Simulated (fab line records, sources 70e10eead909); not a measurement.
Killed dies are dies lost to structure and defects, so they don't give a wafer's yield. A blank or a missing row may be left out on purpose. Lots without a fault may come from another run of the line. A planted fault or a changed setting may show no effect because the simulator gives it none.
Chamber matching | flow nand_harc | NHARC_A_STAIRCASE_ETCH_15 on rie_diel-11: 4 sister chambers
The step etches the open film in C4F8/O2, target depth 100 nm, time 40.5 s. 8 wafers are shown with their chamber, then 7 later ones without.

WAFERS WITH THEIR CHAMBER
wafer  | chamber | rf_vpp_V (V) | oes_product_au (a.u.)
L408.1 | 3       | 895          | 0.949
L412.5 | 1       | 905          | 0.959
L421.6 | 0       | 900          | 0.939
L423.2 | 1       | 905          | 0.925
L423.4 | 3       | 897          | 0.974
L423.5 | 2       | 904          | 0.925
L425.1 | 2       | 903          | 0.914
L425.2 | 0       | 902          | 0.930

WAFERS WITHOUT THEIR CHAMBER
wafer  | rf_vpp_V (V) | oes_product_au (a.u.)
L425.5 | 904          | 0.920
L427.1 | 902          | 0.947
L427.2 | 896          | 0.969
L427.6 | 903          | 0.933
L430.1 | 905          | 0.932
L430.4 | 903          | 0.953
L430.6 | 905          | 0.941

WHICH CHAMBER EACH WENT THROUGH
wafer  | from the rows above          | in truth
L425.5 | can't be placed: 2 or 1      | 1
L427.1 | can't be placed: 0 or 2 or 1 | 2
L427.2 | 3                            | 3
L427.6 | can't be placed: 2 or 0 or 1 | 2
L430.1 | can't be placed: 1 or 2      | 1
L430.4 | can't be placed: 1 or 2 or 0 | 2
L430.6 | can't be placed: 1 or 2      | 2
Placed correctly: 1 of 7. Can't be placed from these rows: 6 (the true chamber is among the candidates in 6). Placed wrongly: 0.
How it was worked out, from the rows above alone: a wafer's distance from a chamber is the root of the sum, over the readings, of the square of ((its reading less the chamber's mean) divided by the reading's scatter). The wafer belongs to the nearest chamber; if the next one is less than 2 further off, it can't be placed. A chamber's mean is the mean of its shown wafers. The scatter: the root of (the sum of the squares of (reading less its chamber's mean) over the shown wafers, divided by (wafers less chambers)).
